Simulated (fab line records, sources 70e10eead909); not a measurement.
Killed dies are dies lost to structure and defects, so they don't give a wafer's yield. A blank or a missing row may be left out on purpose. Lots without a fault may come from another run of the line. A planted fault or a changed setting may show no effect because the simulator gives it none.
Chamber matching | flow nand_harc | NHARC_A_STAIRCASE_TRIM_18 on rie_diel-03: 4 sister chambers
The step chemistry O2, time 211.2 s. 14 wafers are shown with their chamber, then 7 later ones without.

WAFERS WITH THEIR CHAMBER
wafer  | chamber | showerhead_plenum_p_Torr (Torr) | drypump_motor_current_A (A) | oes_product_au (a.u.)
L731.1 | 3       | 3.80                            | 6.6                         | 0.986
L731.2 | 0       | 3.32                            | 5.7                         | 1.009
L731.3 | 1       | 3.30                            | 6.1                         | 1.004
L735.2 | 3       | 3.79                            | 6.6                         | 0.997
L735.3 | 1       | 3.29                            | 6.1                         | 1.001
L735.5 | 2       | 3.77                            | 6.1                         | 1.017
L734.3 | 3       | 3.79                            | 6.7                         | 1.008
L734.4 | 1       | 3.29                            | 6.1                         | 1.004
L734.6 | 3       | 3.79                            | 6.7                         | 0.992
L741.1 | 2       | 3.75                            | 6.1                         | 1.012
L741.4 | 0       | 3.30                            | 5.7                         | 1.007
L741.6 | 3       | 3.78                            | 6.6                         | 1.008
L742.1 | 0       | 3.30                            | 5.7                         | 1.010
L742.3 | 2       | 3.75                            | 6.1                         | 0.999

SIGNATURES (means of the wafers above)
reading                  | chamber 0 | chamber 1 | chamber 2 | chamber 3 | scatter within a chamber
showerhead_plenum_p_Torr | 3.3067    | 3.2933    | 3.7567    | 3.7900    | 0.00894
drypump_motor_current_A  | 5.700     | 6.100     | 6.100     | 6.640     | 0.0346
oes_product_au           | 1.00867   | 1.00300   | 1.00933   | 0.99820   | 0.00751
Rule: a wafer's distance from a chamber is the root of the sum, over the readings, of the square of ((its reading less the chamber's mean) divided by the reading's scatter). The wafer belongs to the nearest chamber; if the next one is less than 2 further off, it can't be placed. The scatter: the root of (the sum of the squares of (reading less its chamber's mean) over the shown wafers, divided by (wafers less chambers)).

WAFERS WITHOUT THEIR CHAMBER
wafer  | showerhead_plenum_p_Torr (Torr) | drypump_motor_current_A (A) | oes_product_au (a.u.)
L742.6 | 3.30                            | 5.7                         | 1.014
L743.2 | 3.75                            | 6.0                         | 1.010
L743.4 | 3.77                            | 6.6                         | 1.003
L743.5 | 3.77                            | 6.7                         | 1.008
L753.3 | 3.76                            | 6.6                         | 1.005
L753.4 | 3.76                            | 6.6                         | 1.005
L753.6 | 3.79                            | 6.1                         | 0.999

WHICH CHAMBER EACH WENT THROUGH
wafer  | from the rows above | in truth
L742.6 | 0                   | 0
L743.2 | 2                   | 2
L743.4 | 3                   | 3
L743.5 | 3                   | 3
L753.3 | 3                   | 3
L753.4 | 3                   | 3
L753.6 | 2                   | 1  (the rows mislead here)
Placed correctly: 6 of 7. Can't be placed from these rows: 0. Placed wrongly: 1.
